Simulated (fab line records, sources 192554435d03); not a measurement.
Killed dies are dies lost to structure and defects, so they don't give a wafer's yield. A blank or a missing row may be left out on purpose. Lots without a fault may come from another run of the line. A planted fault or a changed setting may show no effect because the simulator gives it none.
Chamber matching | flow n5_finfet | N5_MOL_CONTACT_COAG_ETCH_66 on rie_diel-06: 4 sister chambers
The step etches SiARC in CF4, target depth 13 nm, time 21.7 s. 8 wafers are shown with their chamber, then 9 later ones without.

WAFERS WITH THEIR CHAMBER
wafer  | chamber | showerhead_plenum_p_Torr (Torr) | drypump_motor_current_A (A)
L081.6 | 1       | 2.14                            | 5.7
L085.5 | 2       | 2.04                            | 5.6
L090.1 | 3       | 2.24                            | 5.7
L090.2 | 0       | 2.22                            | 6.0
L090.3 | 1       | 2.13                            | 5.8
L090.4 | 2       | 2.03                            | 5.6
L090.5 | 0       | 2.22                            | 6.0
L090.6 | 3       | 2.24                            | 5.7

WAFERS WITHOUT THEIR CHAMBER
wafer  | showerhead_plenum_p_Torr (Torr) | drypump_motor_current_A (A)
L091.4 | 2.22                            | 6.0
L091.5 | 2.03                            | 5.5
L091.6 | 2.13                            | 5.7
L095.1 | 2.21                            | 6.0
L095.2 | 2.13                            | 5.7
L095.3 | 2.24                            | 5.8
L095.4 | 2.03                            | 5.6
L095.5 | 2.03                            | 5.5
L095.6 | 2.13                            | 5.7

WHICH CHAMBER EACH WENT THROUGH
wafer  | from the rows above | in truth
L091.4 | 0                   | 0
L091.5 | 2                   | 2
L091.6 | 1                   | 1
L095.1 | 0                   | 0
L095.2 | 1                   | 1
L095.3 | 3                   | 3
L095.4 | 2                   | 2
L095.5 | 2                   | 2
L095.6 | 1                   | 1
Placed correctly: 9 of 9. Can't be placed from these rows: 0. Placed wrongly: 0.
How it was worked out, from the rows above alone: a wafer's distance from a chamber is the root of the sum, over the readings, of the square of ((its reading less the chamber's mean) divided by the reading's scatter). The wafer belongs to the nearest chamber; if the next one is less than 2 further off, it can't be placed. A chamber's mean is the mean of its shown wafers. The scatter: the root of (the sum of the squares of (reading less its chamber's mean) over the shown wafers, divided by (wafers less chambers)).
